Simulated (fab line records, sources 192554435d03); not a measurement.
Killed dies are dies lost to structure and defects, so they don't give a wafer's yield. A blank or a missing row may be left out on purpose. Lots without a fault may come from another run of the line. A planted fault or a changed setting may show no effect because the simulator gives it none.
Chamber matching | flow n5_finfet | N5_BEOL_M7_CURE_75 on uv_cure-01: 3 sister chambers
The step cures SiCOH lowk, time 120 s. 18 wafers are shown with their chamber, then 9 later ones without.

WAFERS WITH THEIR CHAMBER
wafer  | chamber | lamp_power_pct (%) | wafer_temp_C_max
L076.1 | 2       | 52.29              | 371.7
L076.4 | 2       | 52.32              | 371.8
L076.5 | 2       | 52.26              | 372.0
L078.1 | 2       | 52.38              | 371.4
L078.3 | 2       | 52.35              | 372.7
L078.4 | 2       | 52.35              | 371.6
L081.1 | 1       | 52.35              | 371.6
L081.3 | 1       | 52.37              | 371.4
L081.4 | 1       | 52.31              | 371.7
L090.3 | 0       | 52.24              | 371.8
L090.4 | 0       | 52.25              | 371.8
L090.5 | 0       | 52.34              | 371.6
L091.1 | 1       | 52.22              | 371.3
L091.2 | 1       | 52.41              | 371.3
L091.6 | 1       | 52.28              | 372.1
L093.1 | 2       | 52.32              | 372.1
L093.4 | 2       | 52.30              | 371.2
L093.6 | 2       | 52.28              | 371.7

SIGNATURES (means of the wafers above)
reading          | chamber 0 | chamber 1 | chamber 2 | scatter within a chamber
lamp_power_pct   | 52.2767   | 52.3233   | 52.3167   | 0.0523
wafer_temp_C_max | 371.733   | 371.567   | 371.800   | 0.367
Rule: a wafer's distance from a chamber is the root of the sum, over the readings, of the square of ((its reading less the chamber's mean) divided by the reading's scatter). The wafer belongs to the nearest chamber; if the next one is less than 2 further off, it can't be placed. The scatter: the root of (the sum of the squares of (reading less its chamber's mean) over the shown wafers, divided by (wafers less chambers)).

WAFERS WITHOUT THEIR CHAMBER
wafer  | lamp_power_pct (%) | wafer_temp_C_max
L094.1 | 52.19              | 371.7
L094.2 | 52.40              | 371.3
L094.5 | 52.35              | 371.0
L095.2 | 52.27              | 371.3
L095.5 | 52.36              | 371.8
L095.6 | 52.26              | 371.9
L097.2 | 52.25              | 371.9
L097.3 | 52.29              | 372.3
L097.6 | 52.30              | 371.8

WHICH CHAMBER EACH WENT THROUGH
wafer  | from the rows above          | in truth
L094.1 | can't be placed: 0 or 2 or 1 | 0
L094.2 | can't be placed: 1 or 2 or 0 | 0
L094.5 | can't be placed: 1 or 2 or 0 | 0
L095.2 | can't be placed: 0 or 1 or 2 | 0
L095.5 | can't be placed: 2 or 1 or 0 | 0
L095.6 | can't be placed: 0 or 2 or 1 | 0
L097.2 | can't be placed: 0 or 2 or 1 | 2
L097.3 | can't be placed: 2 or 0 or 1 | 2
L097.6 | can't be placed: 2 or 0 or 1 | 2
Placed correctly: 0 of 9. Can't be placed from these rows: 9 (the true chamber is among the candidates in 9). Placed wrongly: 0.
